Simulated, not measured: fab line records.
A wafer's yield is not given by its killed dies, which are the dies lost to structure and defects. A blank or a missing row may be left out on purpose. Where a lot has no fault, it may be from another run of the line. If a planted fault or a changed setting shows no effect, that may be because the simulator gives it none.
Matching of chambers	flow nand harc	cmp-01 running NHARC_P_STI_CMP_21: 4 sister chambers
The step polishes, t overpolish 20 s, target thk 380.67 nm. 8 wafers are shown with their chamber, then 9 later ones without.

## WAFERS PAIRED WITH THEIR CHAMBERS
wafer	chamber	motor current A (A)	retaining ring pressure frac
L080.5	3	12.0	1.003
L083.3	2	10.8	1.010
L085.2	0	15.3	1.000
L085.3	1	11.8	0.998
L085.6	3	10.6	1.008
L088.3	2	10.8	1.009
L088.5	1	12.3	0.998
L088.6	0	15.5	0.999

## WAFERS WITH NO CHAMBER GIVEN
wafer	motor current A (A)	retaining ring pressure frac
L089.1	12.5	0.997
L089.3	15.0	1.005
L089.6	11.2	0.999
L093.4	12.1	1.005
L093.5	12.3	1.002
L093.6	11.4	1.000
L096.3	11.4	1.003
L096.5	14.3	1.013
L096.6	12.1	0.998

## EACH ONE'S CHAMBER
wafer	from the rows above	in truth
L089.1	1	1
L089.3	0	0
L089.6	can't be placed: 1 or 3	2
L093.4	can't be placed: 3 or 2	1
L093.5	can't be placed: 1 or 3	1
L093.6	can't be placed: 1 or 3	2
L096.3	can't be placed: 3 or 1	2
L096.5	can't be placed: 2 or 3 or 0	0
L096.6	1	1
Placed correctly: 3 of 9. From these rows, 6 cannot be placed; in 2 the true chamber is one of the candidates. Placed wrongly: 0.
How it was worked out, from the rows above alone: a wafer's distance from a chamber is the root of the sum, over the readings, of the square of ((its reading less the chamber's mean) divided by the reading's scatter). If the next closest chamber is less than 2 further off than the closest, the wafer can't be placed; otherwise it belongs to the closest. For every chamber, the mean is computed from those of its wafers that are shown. How the scatter is found: for the shown wafers, subtract from each reading the mean of its chamber, square and add these, divide the total by (wafers less chambers), then take the root.
